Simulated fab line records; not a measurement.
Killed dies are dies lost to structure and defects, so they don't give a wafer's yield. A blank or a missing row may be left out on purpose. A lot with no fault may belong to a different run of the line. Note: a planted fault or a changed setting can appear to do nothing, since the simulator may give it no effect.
The tool behind it: which one? / flow nandHarc / Sampling: 6 lots, 18 wafers, 3 of 1302 route steps

== WHAT THE GAUGES SHOWED, per wafer ==
NHARC_END_SORT_01.
lot=L106; measured=day 27 06:38; on=prober-01; killedAtPeriphery=3 7 6
lot=L108; measured=day 27 23:24; on=prober-01; killedAtPeriphery=1 1 4
lot=L115; measured=day 30 02:28; on=prober-02; killedAtPeriphery=2 2 3
lot=L119; measured=day 32 05:07; on=prober-02; killedAtPeriphery=9 6 4
lot=L121; measured=day 32 17:53; on=prober-01; killedAtPeriphery=0 4 2
lot=L123; measured=day 33 22:13; on=prober-02; killedAtPeriphery=5 2 5

== WHICH TOOL RAN EACH LOT (tool, then ch and the chambers of the sampled wafers, then the start) ==
lot=L106; NHARC_P_STI_ETCH_31=rieDiel-10 ch 2,3, day 4 23:48 or earlier; NHARC_P_GATE_PRECLEAN_71=wetBench-09 ch 0,1,7, day 6 14:44
lot=L108; NHARC_P_STI_ETCH_31=rieDiel-05 ch 0,2, day 5 19:49 or earlier; NHARC_P_GATE_PRECLEAN_71=wetBench-09 ch 0,4,7, day 7 13:02
lot=L115; NHARC_P_STI_ETCH_31=rieDiel-10 ch 0,2,3, day 8 19:01 or earlier; NHARC_P_GATE_PRECLEAN_71=wetBench-09 ch 0,3,5, day 10 09:11
lot=L119; NHARC_P_STI_ETCH_31=rieDiel-05 ch 1,3, day 10 10:18 or earlier; NHARC_P_GATE_PRECLEAN_71=wetBench-07 ch 1,2,5, day 12 03:28
lot=L121; NHARC_P_STI_ETCH_31=rieDiel-13 ch 1,2, day 11 06:01 or earlier; NHARC_P_GATE_PRECLEAN_71=wetBench-07 ch 2,6,7, day 12 20:11
lot=L123; NHARC_P_STI_ETCH_31=rieDiel-05 ch 0,2, day 12 00:35 or earlier; NHARC_P_GATE_PRECLEAN_71=wetBench-03 ch 2,4,5, day 13 18:32
- NHARC_P_STI_ETCH_31: etches the open film in CF4/CHF3, target depth 108.9 nm, time 54.5 s.
- NHARC_P_GATE_PRECLEAN_71: cleans in SC1.

== THE ANSWER, worked out from the rows above alone ==
Rule: usual is defined by the lots themselves. Put in order of their means at a reading, lots are off if they are a third of the lots or fewer, leave a main group of 4 or more, and stand apart from it by a gap of 3 or more times the standard deviation of the main group's means; of several such gaps the widest counts. Not used: any main group whose means are identical at the precision the tables above print for the reading. A lot without any number at a reading at which 4 lots or more have one is off too. The other lots that the step has rows for count as sound.
Nothing can be told from this: no lot is off at any reading shown.

== WHAT HAD BEEN PUT IN BY THE SIMULATOR ==
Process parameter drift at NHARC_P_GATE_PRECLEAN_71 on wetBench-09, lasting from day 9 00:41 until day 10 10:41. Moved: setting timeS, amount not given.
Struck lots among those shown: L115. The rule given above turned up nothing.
